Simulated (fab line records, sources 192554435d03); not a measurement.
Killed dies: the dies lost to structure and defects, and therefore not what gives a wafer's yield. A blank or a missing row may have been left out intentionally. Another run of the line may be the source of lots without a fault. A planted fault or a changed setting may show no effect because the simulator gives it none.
Chamber matching ; flow n5 finfet ; ald sin-04 running N5_MOL_CONTACT_COAG_ALD_131: 4 sister chambers
The step deposits SiO2, target thk 5 nm, pulse time 1 s, co reactant pulse time 1 s. 8 wafers are shown with their chamber, then 8 later ones without.

== EACH WAFER AND ITS CHAMBER ==
wafer;chamber;heater power w (W);precursor pulse height rel
L074.3;1;77;1.007
L080.5;0;73;1.015
L081.1;1;76;1.001
L081.2;3;75;1.017
L087.1;3;76;0.992
L087.2;2;87;0.990
L087.6;2;87;1.001
L089.1;0;73;1.014

== WAFERS WITHOUT THEIR CHAMBER ==
wafer;heater power w (W);precursor pulse height rel
L089.2;78;1.012
L089.5;87;1.025
L092.3;79;0.973
L092.5;78;0.991
L092.6;87;0.983
L095.1;89;0.980
L095.3;80;0.969
L095.6;89;0.989

== CHAMBER TAKEN BY EACH ==
wafer;from the rows above;in truth
L089.2;can't be placed: 1 or 3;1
L089.5;2;2
L092.3;can't be placed: 1 or 3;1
L092.5;can't be placed: 1 or 3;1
L092.6;2;2
L095.1;2;2
L095.3;can't be placed: 1 or 3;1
L095.6;2;2
Correct placement for 4 of the 8. These rows do not allow placing 4 (true chamber among the candidates in 4). Number placed wrongly: 0.
How it was worked out, from the rows above alone: a wafer's distance from a chamber is the root of the sum, over the readings, of the square of ((its reading less the chamber's mean) divided by the reading's scatter). If the next closest chamber is less than 2 further off than the closest, the wafer can't be placed; otherwise it belongs to the closest. For every chamber, the mean is computed from those of its wafers that are shown. How the scatter is found: for the shown wafers, subtract from each reading the mean of its chamber, square and add these, divide the total by (wafers less chambers), then take the root.
